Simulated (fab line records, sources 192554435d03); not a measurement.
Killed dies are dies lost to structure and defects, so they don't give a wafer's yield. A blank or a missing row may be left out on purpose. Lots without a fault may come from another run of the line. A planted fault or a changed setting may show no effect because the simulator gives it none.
Chamber matching | flow n5_finfet | N5_BEOL_M0_SAQP_DESCUM_19 on rie_diel-06: 4 sister chambers
The step chemistry O2, time 7.9 s. 8 wafers are shown with their chamber, then 7 later ones without.

WAFERS WITH THEIR CHAMBER
wafer  | chamber | showerhead_plenum_p_Torr (Torr) | drypump_motor_current_A (A)
L074.5 | 0       | 2.06                            | 5.2
L077.6 | 1       | 2.17                            | 5.6
L079.1 | 1       | 2.17                            | 5.6
L079.3 | 0       | 2.06                            | 5.2
L080.1 | 3       | 2.07                            | 5.5
L080.5 | 2       | 2.01                            | 6.4
L088.1 | 3       | 2.06                            | 5.5
L088.2 | 2       | 2.01                            | 6.5

WAFERS WITHOUT THEIR CHAMBER
wafer  | showerhead_plenum_p_Torr (Torr) | drypump_motor_current_A (A)
L088.4 | 2.16                            | 5.6
L089.2 | 2.06                            | 5.2
L089.3 | 2.16                            | 5.6
L089.5 | 2.01                            | 6.4
L092.1 | 2.06                            | 5.4
L092.2 | 2.05                            | 5.2
L092.6 | 2.05                            | 5.2

WHICH CHAMBER EACH WENT THROUGH
wafer  | from the rows above | in truth
L088.4 | 1                   | 1
L089.2 | 0                   | 0
L089.3 | 1                   | 1
L089.5 | 2                   | 2
L092.1 | 3                   | 3
L092.2 | 0                   | 0
L092.6 | 0                   | 0
Placed correctly: 7 of 7. Can't be placed from these rows: 0. Placed wrongly: 0.
How it was worked out, from the rows above alone: a wafer's distance from a chamber is the root of the sum, over the readings, of the square of ((its reading less the chamber's mean) divided by the reading's scatter). The wafer belongs to the nearest chamber; if the next one is less than 2 further off, it can't be placed. A chamber's mean is the mean of its shown wafers. The scatter: the root of (the sum of the squares of (reading less its chamber's mean) over the shown wafers, divided by (wafers less chambers)).
